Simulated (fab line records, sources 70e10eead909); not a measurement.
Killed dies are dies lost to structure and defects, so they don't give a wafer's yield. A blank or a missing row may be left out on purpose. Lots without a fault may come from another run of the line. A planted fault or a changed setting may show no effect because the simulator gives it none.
One fault seen from 2 desks | flow nand_harc | each desk has only its own numbers; what lay behind them comes last

THE TOOL OWNER'S DESK: pecvd-03
The tool's own readings at NHARC_P_M1_DEP_33 (deposits SiCN, target thk 30 nm): means of the sampled wafers that have a number, for each lot that ran on this tool. A lot is out of limits, marked OUT, if its mean lies more than 4 standard deviations from the usual mean; the brackets give that distance.
Columns: A = heater_power_w at NHARC_P_M1_DEP_33, usual 610 W
lot  | first seen here | A
L553 | day 6 18:46     | 637
L555 | day 7 07:29     | 608
L563 | day 9 09:37     | 616
L564 | day 9 09:52     | 654
This desk's finding: nothing out of limits on any of the 4 lots.

THE DEFECT DESK
What the inspections along the route counted, lot by lot: means of the sampled wafers that have a number. A lot is out of limits, marked OUT, if its mean lies more than 4 standard deviations from the usual mean; the brackets give that distance.
Columns: A = raw_defect_count at NHARC_P_M1_INSPECT_27, usual 316; B = raw_defect_count at NHARC_P_M2_INSPECT_11, usual 4.2
lot  | first seen here | A   | B
L554 | day 6 18:13     | 344 | 4.0
L553 | day 6 18:37     | 229 | 4.3
L556 | day 7 02:43     | 324 | 2.7
L555 | day 7 07:21     | 222 | 3.3
L557 | day 7 08:55     | 476 | 4.3
L559 | day 7 19:14     | 421 | 1.7
L563 | day 9 09:23     | 233 | 187.7 (+76) OUT
L564 | day 9 09:34     | 326 | 193.0 (+79) OUT
L569 | day 10 06:58    | 208 | 5.0
L570 | day 10 14:30    | 164 | 6.0
L574 | day 11 08:37    | 270 | 2.7
L575 | day 12 01:05    | 256 | 2.3
This desk's finding: out of limits on L563, L564; first on L563, day 9 11:03 (raw_defect_count at NHARC_P_M2_INSPECT_11). In limits: L554, L553, L556, L555, L557, L559, L569, L570, L574, L575.

PUT TOGETHER
The defect desk could have raised an alarm at day 9 11:03, on L563, L564.
The tool owner's desk saw nothing out of limits.
The tool owner's desk has L563, L564 on record, within its limits.
Of the lots named, all ran NHARC_P_M1_DEP_33 on pecvd-03.

WHAT THE SIMULATOR HAD PUT IN
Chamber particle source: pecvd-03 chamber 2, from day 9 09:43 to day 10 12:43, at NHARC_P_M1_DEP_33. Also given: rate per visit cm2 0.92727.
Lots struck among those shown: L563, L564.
Hours from the fault's start to each desk's first reading out of limits: the defect desk, 1.
